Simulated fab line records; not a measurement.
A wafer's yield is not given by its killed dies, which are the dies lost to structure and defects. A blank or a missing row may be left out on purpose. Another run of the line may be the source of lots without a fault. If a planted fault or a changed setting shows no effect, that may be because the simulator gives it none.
A struck lot beside a sound one -- flow n5_finfet -- 18 steps out of a route of 1938
Sound: the wafers L305.1, L305.4, L305.5. The struck wafers were L318.1, L318.3, L318.5. At the end, the cause is stated.
Order at every step that has rows: each side's tool, ch and its chambers, its first start. Under that, the readings that differ: sound wafers -- struck wafers -- difference of the means -- sigmas: that difference in standard deviations of wafers without a fault.
alike: readings whose means differ by less than 2 such deviations, and words and numbers that are the same on both sides. not compared: withheld readings, readings that some wafer has no value for, bounds like >300 that may hide the same value, and numbers for which the record gives no deviation and whose values overlap.
Wherever a step has rows on one side only, a row that says differs or no value, or a row with sigmas, the two part there. Numbers that have no deviation but don't overlap get no sigmas and don't part them. A reading that every wafer of one side lacks parts them only if that side has two wafers or more.

N5_FIN_SAQP_HM_DEP_03: deposits SiNx from SiH4/NH3/N2, target thk 38 nm, time 33.6 s.
  sound on pecvd-01 ch 1,2, day 4 08:59; struck on pecvd-01 ch 0,2, day 7 18:53
  alike: heater_power_w, showerhead_plenum_p_Torr, throttle_valve_pct
N5_FIN_SAQP_THK_MEAS_05:
  sound on film_metro-02 at day 4 09:04; struck on film_metro-02 at day 7 18:59
  alike: thk_nm
N5_FIN_SAQP_PECVD_47: deposits a-Si from SiH4/He, target thk 45 nm, time 36.3 s.
  sound on pecvd-01 ch 0,2, day 4 09:07; struck on pecvd-04 ch 0,2, day 7 19:01
  alike: heater_power_w, showerhead_plenum_p_Torr, throttle_valve_pct
N5_FIN_SAQP_PECVD_48: deposits SiNx from SiH4/NH3/N2, target thk 25 nm, time 22.1 s.
  sound on pecvd-01 ch 0,2, day 4 09:09; struck on pecvd-04 ch 0,2, day 7 19:03
  alike: heater_power_w, showerhead_plenum_p_Torr, throttle_valve_pct
N5_FIN_SAQP_PECVD_06: deposits a-Si from SiH4/He, target thk 60 nm, time 48.1 s.
  sound on pecvd-01 ch 0,2, day 4 09:11; struck on pecvd-04 ch 0,2, day 7 19:05
  alike: heater_power_w, showerhead_plenum_p_Torr, throttle_valve_pct
N5_FIN_SAQP_THK_MEAS_07:
  sound on film_metro-02 at day 4 09:17; struck on film_metro-01 at day 7 19:11
  alike: thk_nm
N5_FIN_SAQP_HM_DEP_72: deposits SiO2 from SiH4/N2O, target thk 12 nm, time 7.2 s.
  sound on pecvd-04 ch 0,1, day 4 09:19; struck on pecvd-02 ch 1,2, day 7 19:13
  alike: heater_power_w, showerhead_plenum_p_Torr
then, 5 steps without rows for these wafers: N5_FIN_SAQP_COAT_49 (time 60 s, resist thk 100 nm); N5_FIN_SAQP_COAT_50 (time 60 s, resist thk 35 nm); N5_FIN_SAQP_COAT_10 (resist thk 90 nm); N5_FIN_SAQP_EBR_12; N5_FIN_SAQP_SOFTBAKE_11 (time 60 s).
N5_FIN_SAQP_EXPOSE_13: exposes mask FIN CORE, target cd 35.6 nm.
  sound on arfi_scanner-03 ch 0, day 4 09:38; struck on arfi_scanner-01 ch 0, day 7 19:25
reading,sound,struck,difference,sigmas
model.FIN_SAQP.overlay_x_nm (nm),0.6352 0.6352 0.6352,5.212 5.212 5.212,+4.577,
  alike: mask
then, 2 steps without rows for these wafers: N5_FIN_SAQP_PEB_14 (peb time 60 s); N5_FIN_SAQP_DEVELOP_15 (develop time 30 s).
N5_FIN_SAQP_CD_MEAS_16: target cd 35.6 nm.
  sound on cd_sem-03 ch 0, day 4 09:46; struck on cd_sem-03 ch 0, day 7 19:32
  alike: cd_nm
N5_FIN_SAQP_OVL_MEAS_17:
  sound on overlay-02 ch 0, day 4 09:48; struck on overlay-01 ch 0, day 7 19:35
reading,sound,struck,difference,sigmas
FIN_CORE_OVL (nm),0.4 2.0 1.1,3.6 5.1 4.7,+3.3,+3
N5_FIN_SAQP_INSPECT_18: inspects for defects (brightfield).
  sound on defect_inspect-01 at day 4 09:50; struck on defect_inspect-02 at day 7 19:37
  alike: raw_defect_count

WHERE THEY PART
N5_FIN_SAQP_OVL_MEAS_17 only, going by this record. Later steps at which nothing parts them and some readings are alike: N5_FIN_SAQP_INSPECT_18.

WHY: whatever the simulator had introduced
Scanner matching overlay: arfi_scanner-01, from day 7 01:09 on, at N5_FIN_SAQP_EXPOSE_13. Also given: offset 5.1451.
